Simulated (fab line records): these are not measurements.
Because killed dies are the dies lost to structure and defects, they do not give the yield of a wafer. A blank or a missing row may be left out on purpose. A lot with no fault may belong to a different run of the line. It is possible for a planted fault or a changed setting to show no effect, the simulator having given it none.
2 desks looking at one fault	flow n5Finfet	every desk sees just its own numbers, and what lay behind them comes last

== THE METROLOGY DESK ==
What the gauges read, lot by lot, whatever tool the lot ran on: means of the sampled wafers that have a number. The brackets show how far a lot's mean lies from the usual mean; more than 4 standard deviations puts the lot out of limits, marked OUT.
Columns: A = MIM_TOP_OVL at N5_MIM_TOP_LITHO_OVL_MEAS_11, usual 3 nm
lot	first seen here	A
L667	day 13 08:52	4
L668	day 13 11:12	2
L669	day 14 11:12	7
L671	day 14 15:25	8
L670	day 14 20:55	2
L672	day 14 21:50	2
L673	day 15 02:13	2
L674	day 15 16:55	1
L676	day 16 07:54	6
L677	day 16 12:21	-4
L678	day 16 12:31	8
L681	day 17 23:31	5
Finding of this desk: none of the 12 lots has anything out of limits.

== DESK OF THE TOOL OWNER: aldSin-04 ==
The tool's own readings at N5_SPACER0_ALD_08 (deposits SiNx, target thk 2 nm): means of the sampled wafers that have a number, for each lot that ran on this tool. The brackets show how far a lot's mean lies from the usual mean; more than 4 standard deviations puts the lot out of limits, marked OUT.
Columns: A = heaterPowerW at N5_SPACER0_ALD_08, usual 858 W
lot	first seen here	A
L667	day 3 14:38	921
L670	day 4 05:47	885
L671	day 4 13:00	903
L673	day 5 01:56	830
L676	day 5 19:52	850
L677	day 6 01:24	833
L678	day 6 05:58	840
L681	day 7 00:57	814
Finding of this desk: none of the 8 lots has anything out of limits.

== TAKEN TOGETHER ==
Metrology desk: nothing out of limits seen.
The desk of the tool owner found nothing out of limits.

== WHAT WAS PUT IN BY THE SIMULATOR ==
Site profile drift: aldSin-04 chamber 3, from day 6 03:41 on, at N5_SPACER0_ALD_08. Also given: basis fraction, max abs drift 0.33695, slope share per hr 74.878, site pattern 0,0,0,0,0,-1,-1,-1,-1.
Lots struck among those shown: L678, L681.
